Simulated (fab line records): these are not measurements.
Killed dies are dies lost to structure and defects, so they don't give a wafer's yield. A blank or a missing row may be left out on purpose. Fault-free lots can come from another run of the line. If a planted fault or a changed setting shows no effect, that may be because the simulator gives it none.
A struck lot beside a sound one | flow nandHarc | 13 out of 1302 route steps
Sound: the wafers L526.3, L526.4, L526.6. Wafers struck: L538.4, L538.5, L538.6. The cause comes at the end.
At each step with rows: each side's tool, then ch and its chambers, then its first start. Under that, the readings that differ: sound wafers | struck wafers | difference of the means | sigmas: that difference in standard deviations of wafers without a fault.
alike: readings with means less than 2 such deviations apart, plus words and numbers identical on both sides. not compared: withheld readings, readings lacking a value on some wafer, bounds such as >300 that could conceal the same value, and numbers that have no deviation in the record and whose values overlap.
Wherever a step has rows on one side only, a row that says differs or no value, or a row with sigmas, the two part there. Non-overlapping numbers with no deviation appear without sigmas and do not part them. Lack of a reading on every wafer of one side parts them only where that side has two or more wafers.

NHARC_A_STAIRCASE_STRIP_475: strips in O2, time 20 s.
  sound: rieDiel-07 ch 0,1; struck: rieDiel-08 ch 0,1,2
  alike: drypumpMotorCurrentA, mfcArSccm, oesProductAu, rfVppV, showerheadPlenumPTorr, throttleValvePct
  not compared: rfHoursCounterH
NHARC_A_STAIRCASE_DEP_471: deposits SiO2, target thk 100 nm.
  sound on pecvd-03 ch 1,2, day 20 09:41; struck on pecvd-02 ch 0,1,2, day 26 04:08
  alike: heaterPowerW, throttleValvePct
NHARC_A_STAIRCASE_CMP_472: polishes SiO2.
  sound on cmp-02 ch 0,1, day 20 09:57; struck on cmp-01 ch 0,1,3, day 26 04:24
  alike: motorCurrentA
next, for these wafers, 1 step has no rows: NHARC_A_STAIRCASE_SRD_474.
NHARC_A_STAIRCASE_INSPECT_155:
  sound on defectInspect-02, day 20 10:16; struck on defectInspect-02, day 26 04:40
  alike: rawDefectCount
NHARC_A_SGD_CUT_DEP_00: deposits SiNx, target thk 50 nm.
  sound on pecvd-04 ch 0,1, day 20 10:22; struck on pecvd-02 ch 0,1,2, day 26 04:49
  alike: heaterPowerW
then, 5 steps without rows for these wafers: NHARC_A_SGD_CUT_DEHYDRATE_01 (time 120 s); NHARC_A_SGD_CUT_HMDS_02 (time 30 s); NHARC_A_SGD_CUT_COAT_56 (time 75 s); NHARC_A_SGD_CUT_COAT_57 (time 65 s); NHARC_A_SGD_CUT_COAT_03 (resist thk 90 nm).
NHARC_A_SGD_CUT_SOFTBAKE_04: time 55 s.
  sound on lithoTrack-06 ch 0, day 20 10:00; struck on lithoTrack-01 ch 0, day 26 05:00
reading               | sound                | struck               | difference | sigmas
heaterPowerTotalW (W) | 188.36 188.67 188.53 | 190.11 190.22 190.25 | +1.67      | +11
plateTempC (C)        | 104.79 105.04 104.98 | 105.74 105.84 105.74 | +0.84      | +8
next, for these wafers, 1 step has no rows: NHARC_A_SGD_CUT_EBR_05.

WHERE THEY PART
Only at NHARC_A_SGD_CUT_SOFTBAKE_04, within this record.

WHY: what had been put in by the simulator
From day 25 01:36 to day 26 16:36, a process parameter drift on lithoTrack-01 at NHARC_A_SGD_CUT_SOFTBAKE_04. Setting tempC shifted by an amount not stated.
